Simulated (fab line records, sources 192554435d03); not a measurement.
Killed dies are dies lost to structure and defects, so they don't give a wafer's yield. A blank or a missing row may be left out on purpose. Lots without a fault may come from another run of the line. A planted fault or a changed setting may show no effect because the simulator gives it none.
Split-lot experiment | flow n5_finfet | 7 lots, 21 wafers read, on a route of 1938 steps

THE SPLIT
At N5_BEOL_M1_COAT_61 (time 60 s, resist thk 60 nm), the setting spin_rpm was moved away from the recipe's 1500 rpm on 4 of the 21 wafers read, by -8.2% to +7.8%. The other wafers ran this setting at the recipe's value.

FROM THE SPLIT TO THE READING: what the file shows between them, 4 steps
- N5_BEOL_M1_COAT_62: time 60 s, resist thk 12 nm
- N5_BEOL_M1_COAT_73: time 60 s, resist thk 5 nm
- N5_BEOL_M1_ETCH_74: etches underlayer in N2/H2, target depth 6.5 nm, time 5.2 s
- N5_BEOL_M1_ETCH_63: etches SiARC in CF4, target depth 15.6 nm, time 26 s

THE READING
etch.depth_nm (the simulator's own value, which no gauge read), in nm, at N5_BEOL_M1_ETCH_64 (etches SOC in N2/H2, target depth 75 nm, overetch 15 nm, time 112.5 s). The file gives no usual value for it. The 17 wafers here that ran the recipe average 60.10 nm, standard deviation 0.21 nm.

wafer  | tool, chamber at the split | spin_rpm as run, rpm | against the recipe | etch.depth_nm, nm | against lot-mates on the recipe
L074.1 | litho_track-01, 0          | 1500                 | recipe             | 60.4              | -
L074.5 | litho_track-01, 0          | 1500                 | recipe             | 60.24             | -
L074.6 | litho_track-01, 0          | 1500                 | recipe             | 60.29             | -
L076.1 | litho_track-02, 0          | 1500                 | recipe             | 60.06             | -
L076.5 | litho_track-02, 0          | 1500                 | recipe             | 60.25             | -
L076.6 | litho_track-02, 0          | 1500                 | recipe             | 60.23             | -
L084.1 | litho_track-01, 0          | 1500                 | recipe             | 59.87             | -
L084.3 | litho_track-01, 0          | 1500                 | recipe             | 59.92             | -
L084.6 | litho_track-01, 0          | 1500                 | recipe             | 60.09             | -
L085.1 | litho_track-02, 0          | 1500                 | recipe             | 60.06             | -
L085.5 | litho_track-02, 0          | 1377                 | -8.2%              | 62.57             | +2.51
L085.6 | litho_track-02, 0          | 1377                 | -8.2%              | 62.86             | +2.80
L087.1 | litho_track-01, 0          | 1500                 | recipe             | 59.71             | -
L087.2 | litho_track-01, 0          | 1617                 | +7.8%              | 57.73             | -2.06
L087.3 | litho_track-01, 0          | 1500                 | recipe             | 59.87             | -
L089.4 | litho_track-02, 0          | 1578                 | +5.2%              | 58.81             | -1.58
L089.5 | litho_track-02, 0          | 1500                 | recipe             | 60.45             | -
L089.6 | litho_track-02, 0          | 1500                 | recipe             | 60.33             | -
L094.2 | litho_track-01, 0          | 1500                 | recipe             | 59.85             | -
L094.5 | litho_track-01, 0          | 1500                 | recipe             | 60.04             | -
L094.6 | litho_track-01, 0          | 1500                 | recipe             | 60.01             | -

THE FIT
A straight line over all 21 wafers: etch.depth_nm changes by -0.306 nm for each +1% of spin_rpm; r = -0.98; the points scatter about the line by 0.21 nm.
The same after taking each lot's own level away (the mean of its wafers on the recipe; 21 wafers): -0.305 nm for each +1%; r = -0.99; scatter 0.12 nm.
On that fit, the largest move of spin_rpm shifts the reading by 2.5 nm.
The lots' own levels span 59.790 to 60.390 nm, that is 2.9 times the standard deviation above.
So the lot-to-lot level changes the slope little: the two slopes agree.
Check: with one of the wafers moved furthest among these (-8.2%) left out of the fit, the line predicts +2.54 nm for it against its lot-mates. It came out at +2.51 nm against them.

OTHER SPLITS ON THESE WAFERS
These wafers also went through other splits before the reading. Each is held against what the fit with the lots' levels taken away leaves over:
other split on the same wafers          | wafers away from the commonest value | r with etch.depth_nm (lot level and that fit taken away)
N5_GATE_CUT_DESCUM_18 time_s            | 5                                    | -0.37
N5_MOL_CONTACT_COAG_ETCH_110 bias_w     | 9                                    | +0.33
N5_MOL_CONTACT_COAG_ETCHBACK_135 time_s | 7                                    | -0.43
N5_BEOL_M0_SAQP_COAT_08 spin_rpm        | 6                                    | -0.08

THE WHOLE CHAIN: every reading that the file lists as answering this split, in the file's order
step               | what it does                                                          | reading                                                                        | change (the file's fit)               | r (the file's)
N5_BEOL_M1_COAT_61 | time 60 s, resist thk 60 nm                                           | SOC_of_BEOL_M1_COAT_61.thk_nm (the simulator's own value, which no gauge read) | -0.297 nm for each +1% of the setting | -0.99
N5_BEOL_M1_ETCH_64 | etches SOC in N2/H2, target depth 75 nm, overetch 15 nm, time 112.5 s | etch.depth_nm (the simulator's own value, which no gauge read)                 | -0.297 nm for each +1% of the setting | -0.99

THE FILE'S OWN FIT
etch.depth_nm changes by -0.297 nm for each +1% of spin_rpm, r = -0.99.
